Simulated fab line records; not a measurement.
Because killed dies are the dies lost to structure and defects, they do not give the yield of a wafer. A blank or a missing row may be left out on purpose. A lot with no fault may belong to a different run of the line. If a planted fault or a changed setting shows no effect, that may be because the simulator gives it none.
The tool behind it: which one? / flow nand harc / 13 lots, 39 wafers sampled, at 4 steps of a route of 1302

## WHAT THE GAUGES READ, wafer by wafer
The record holds no reading of a measuring or inspecting step that can be judged against a usual standard deviation.

## EACH LOT AND THE TOOL THAT RAN IT (in order: tool; ch and the chambers of the sampled wafers; start)
lot=L217; NHARC_A_CONTACT_DEP_84=acl dep-02 ch 0, day 22 10:48; NHARC_A_CONTACT_DEP_85=pecvd-04 ch 0,2, day 22 12:16; NHARC_A_CONTACT_ETCH_137=har cap etch-03 ch 0,1, day 22 14:55; NHARC_A_CONTACT_ETCH_110=rie diel-01 ch 0,2, day 22 16:32
lot=L222; NHARC_A_CONTACT_DEP_84=acl dep-02 ch 0, day 23 03:23; NHARC_A_CONTACT_DEP_85=pecvd-03 ch 1,2, day 23 05:10; NHARC_A_CONTACT_ETCH_137=har cap etch-03 ch 0,1, day 23 08:08; NHARC_A_CONTACT_ETCH_110=rie diel-07 ch 0,1,2, day 23 10:12
lot=L223; NHARC_A_CONTACT_DEP_84=acl dep-03 ch 0, day 24 03:33; NHARC_A_CONTACT_DEP_85=pecvd-04 ch 0,1,2, day 24 04:32; NHARC_A_CONTACT_ETCH_137=har cap etch-03 ch 0,1, day 24 07:23; NHARC_A_CONTACT_ETCH_110=rie diel-04 ch 2,3, day 24 08:55
lot=L225; NHARC_A_CONTACT_DEP_84=acl dep-02 ch 0, day 24 15:59; NHARC_A_CONTACT_DEP_85=pecvd-01 ch 1,2, day 24 17:44; NHARC_A_CONTACT_ETCH_137=har cap etch-03 ch 0,1, day 24 20:30; NHARC_A_CONTACT_ETCH_110=rie diel-01 ch 0,1,3, day 24 22:08
lot=L231; NHARC_A_CONTACT_DEP_84=acl dep-01 ch 0, day 28 01:59; NHARC_A_CONTACT_DEP_85=pecvd-04 ch 0,1,2, day 28 03:44; NHARC_A_CONTACT_ETCH_137=har cap etch-02 ch 0,1, day 28 06:33; NHARC_A_CONTACT_ETCH_110=rie diel-01 ch 1,3, day 28 08:10
lot=L232; NHARC_A_CONTACT_DEP_84=acl dep-02 ch 0, day 28 03:07; NHARC_A_CONTACT_DEP_85=pecvd-01 ch 0,1,2, day 28 04:52; NHARC_A_CONTACT_ETCH_137=har cap etch-03 ch 0,1, day 28 07:31; NHARC_A_CONTACT_ETCH_110=rie diel-01 ch 1,2,3, day 28 09:08
lot=L233; NHARC_A_CONTACT_DEP_84=acl dep-01 ch 0, day 28 22:13; NHARC_A_CONTACT_DEP_85=pecvd-04 ch 0,1,2, day 28 23:58; NHARC_A_CONTACT_ETCH_137=har cap etch-03 ch 0,1, day 29 02:40; NHARC_A_CONTACT_ETCH_110=rie diel-01 ch 0,3, day 29 04:14
lot=L234; NHARC_A_CONTACT_DEP_84=acl dep-01 ch 0, day 29 11:34; NHARC_A_CONTACT_DEP_85=pecvd-03 ch 0,2, day 29 12:46; NHARC_A_CONTACT_ETCH_137=har cap etch-01 ch 0,1, day 29 15:29; NHARC_A_CONTACT_ETCH_110=rie diel-04 ch 0,2,3, day 29 17:01
lot=L235; NHARC_A_CONTACT_DEP_84=acl dep-01 ch 0, day 29 20:19; NHARC_A_CONTACT_DEP_85=pecvd-01 ch 1,2, day 29 22:04; NHARC_A_CONTACT_ETCH_137=har cap etch-01 ch 0,1, day 30 00:53; NHARC_A_CONTACT_ETCH_110=rie diel-01 ch 1,3, day 30 02:28
lot=L237; NHARC_A_CONTACT_DEP_84=acl dep-02 ch 0, day 30 03:17; NHARC_A_CONTACT_DEP_85=pecvd-03 ch 0,1,2, day 30 04:14; NHARC_A_CONTACT_ETCH_137=har cap etch-03 ch 0,1, day 30 07:03; NHARC_A_CONTACT_ETCH_110=rie diel-04 ch 1,2,3, day 30 08:52
lot=L236; NHARC_A_CONTACT_DEP_84=acl dep-02 ch 0, day 30 04:42; NHARC_A_CONTACT_DEP_85=pecvd-01 ch 0,1, day 30 05:52; NHARC_A_CONTACT_ETCH_137=har cap etch-02 ch 0,1, day 30 08:50; NHARC_A_CONTACT_ETCH_110=rie diel-04 ch 1,2,3, day 30 10:23
lot=L238; NHARC_A_CONTACT_DEP_84=acl dep-03 ch 0, day 32 07:02; NHARC_A_CONTACT_DEP_85=pecvd-03 ch 0,1,2, day 32 08:46; NHARC_A_CONTACT_ETCH_137=har cap etch-03 ch 0,1, day 32 11:25; NHARC_A_CONTACT_ETCH_110=rie diel-01 ch 0,1,3, day 32 13:02
lot=L240; NHARC_A_CONTACT_DEP_84=acl dep-01 ch 0, day 32 19:20; NHARC_A_CONTACT_DEP_85=pecvd-03 ch 0,2, day 32 20:50; NHARC_A_CONTACT_ETCH_137=har cap etch-03 ch 0,1, day 33 00:23; NHARC_A_CONTACT_ETCH_110=rie diel-01 ch 2,3, day 33 02:04
- NHARC_A_CONTACT_DEP_84: deposits aC, target thk 2800 nm.
- NHARC_A_CONTACT_DEP_85: deposits SiON, target thk 60 nm.
- NHARC_A_CONTACT_ETCH_137: etches the open film in C4F8/O2/Ar, time 311 s, target depth 1912 nm.
- NHARC_A_CONTACT_ETCH_110: etches the open film in CF4/O2, target depth 60 nm, overetch 6 nm, time 33 s.

## AS READ BY THE TOOLS THEMSELVES (means over the sampled wafers that have a number; for cases with no such wafer, the mark the record gives instead)
NHARC_A_CONTACT_DEP_84. Usual: throttle valve pct 34.999 %, standard deviation 0.0093.
lot=L217; tool=acl dep-02; throttle valve pct (%)=35.005; flag=
lot=L222; tool=acl dep-02; throttle valve pct (%)=34.997; flag=
lot=L223; tool=acl dep-03; throttle valve pct (%)=34.993; flag=
lot=L225; tool=acl dep-02; throttle valve pct (%)=34.993; flag=
lot=L231; tool=acl dep-01; throttle valve pct (%)=34.999; flag=
lot=L232; tool=acl dep-02; throttle valve pct (%)=35.007; flag=
lot=L233; tool=acl dep-01; throttle valve pct (%)=34.993; flag=
lot=L234; tool=acl dep-01; throttle valve pct (%)=34.999; flag=
lot=L235; tool=acl dep-01; throttle valve pct (%)=35.000; flag=
lot=L237; tool=acl dep-02; throttle valve pct (%)=35.003; flag=
lot=L236; tool=acl dep-02; throttle valve pct (%)=34.997; flag=
lot=L238; tool=acl dep-03; throttle valve pct (%)=34.997; flag=
lot=L240; tool=acl dep-01; throttle valve pct (%)=35.002; flag=

NHARC_A_CONTACT_DEP_85. Usual: heater power w 763 W, standard deviation 110.
lot=L217; tool=pecvd-04; heater power w (W)=774; flag=
lot=L222; tool=pecvd-03; heater power w (W)=730; flag=
lot=L223; tool=pecvd-04; heater power w (W)=839; flag=
lot=L225; tool=pecvd-01; heater power w (W)=731; flag=
lot=L231; tool=pecvd-04; heater power w (W)=870; flag=
lot=L232; tool=pecvd-01; heater power w (W)=775; flag=
lot=L233; tool=pecvd-04; heater power w (W)=821; flag=
lot=L234; tool=pecvd-03; heater power w (W)=682; flag=
lot=L235; tool=pecvd-01; heater power w (W)=722; flag=
lot=L237; tool=pecvd-03; heater power w (W)=680; flag=
lot=L236; tool=pecvd-01; heater power w (W)=891; flag=
lot=L238; tool=pecvd-03; heater power w (W)=683; flag=
lot=L240; tool=pecvd-03; heater power w (W)=647; flag=

NHARC_A_CONTACT_ETCH_110. Usual: drypump motor current A 5.7 A, standard deviation 0.54; oes product au 1.003 a.u., standard deviation 0.0079; rf vpp V 197.4 V, standard deviation 1.3; run length s 54.2 s, standard deviation 0.48; showerhead plenum p Torr 1.32 Torr, standard deviation 0.053; throttle valve pct 13.398 %, standard deviation 0.0084.
lot=L217; tool=rie diel-01; drypump motor current A (A)=6.0; oes product au (a.u.)=1.012; rf vpp V (V)=199.0; run length s (s)=54.5; showerhead plenum p Torr (Torr)=1.36; throttle valve pct (%)=13.390; flag=
lot=L222; tool=rie diel-07; drypump motor current A (A)=6.0; oes product au (a.u.)=0.994; rf vpp V (V)=197.3; run length s (s)=54.4; showerhead plenum p Torr (Torr)=1.34; throttle valve pct (%)=13.404; flag=
lot=L223; tool=rie diel-04; drypump motor current A (A)=6.0; oes product au (a.u.)=1.002; rf vpp V (V)=198.3; run length s (s)=54.2; showerhead plenum p Torr (Torr)=1.33; throttle valve pct (%)=13.388; flag=
lot=L225; tool=rie diel-01; drypump motor current A (A)=5.8; oes product au (a.u.)=1.008; rf vpp V (V)=198.1; run length s (s)=54.0; showerhead plenum p Torr (Torr)=1.32; throttle valve pct (%)=13.398; flag=
lot=L231; tool=rie diel-01; drypump motor current A (A)=5.4; oes product au (a.u.)=1.005; rf vpp V (V)=196.5; run length s (s)=53.7; showerhead plenum p Torr (Torr)=1.29; throttle valve pct (%)=13.402; flag=
lot=L232; tool=rie diel-01; drypump motor current A (A)=5.6; oes product au (a.u.)=0.995; rf vpp V (V)=197.8; run length s (s)=54.3; showerhead plenum p Torr (Torr)=1.33; throttle valve pct (%)=13.399; flag=
lot=L233; tool=rie diel-01; drypump motor current A (A)=6.2; oes product au (a.u.)=1.010; rf vpp V (V)=196.2; run length s (s)=53.7; showerhead plenum p Torr (Torr)=1.30; throttle valve pct (%)=13.398; flag=
lot=L234; tool=rie diel-04; drypump motor current A (A)=5.5; oes product au (a.u.)=1.000; rf vpp V (V)=198.7; run length s (s)=54.3; showerhead plenum p Torr (Torr)=1.34; throttle valve pct (%)=13.392; flag=
lot=L235; tool=rie diel-01; drypump motor current A (A)=5.4; oes product au (a.u.)=1.002; rf vpp V (V)=197.7; run length s (s)=53.9; showerhead plenum p Torr (Torr)=1.32; throttle valve pct (%)=13.399; flag=
lot=L237; tool=rie diel-04; drypump motor current A (A)=5.6; oes product au (a.u.)=0.997; rf vpp V (V)=196.2; run length s (s)=54.5; showerhead plenum p Torr (Torr)=1.28; throttle valve pct (%)=13.406; flag=
lot=L236; tool=rie diel-04; drypump motor current A (A)=5.7; oes product au (a.u.)=1.004; rf vpp V (V)=196.3; run length s (s)=54.4; showerhead plenum p Torr (Torr)=1.28; throttle valve pct (%)=13.407; flag=
lot=L238; tool=rie diel-01; drypump motor current A (A)=5.7; oes product au (a.u.)=0.995; rf vpp V (V)=197.4; run length s (s)=54.0; showerhead plenum p Torr (Torr)=1.31; throttle valve pct (%)=13.399; flag=
lot=L240; tool=rie diel-01; drypump motor current A (A)=5.7; oes product au (a.u.)=1.012; rf vpp V (V)=198.0; run length s (s)=54.5; showerhead plenum p Torr (Torr)=1.34; throttle valve pct (%)=13.399; flag=

## THE ANSWER, worked out from the rows above alone
Rule: lot off if the mean of its wafers having a number is beyond 3 standard deviations from the usual mean. A lot without any number at a reading at which 4 lots or more have one is off too. Any other lot the step has rows for is counted as sound. Order of review: gauges by route order, followed by the tools' own readings, for which a lot's mean as printed above is used. The first step at which some lot is off is used, and at that step the reading that is off furthest; a lot without a number counts as furthest.
Nothing can be told from this: no lot is off at any reading shown.

## WHAT WAS PUT IN BY THE SIMULATOR
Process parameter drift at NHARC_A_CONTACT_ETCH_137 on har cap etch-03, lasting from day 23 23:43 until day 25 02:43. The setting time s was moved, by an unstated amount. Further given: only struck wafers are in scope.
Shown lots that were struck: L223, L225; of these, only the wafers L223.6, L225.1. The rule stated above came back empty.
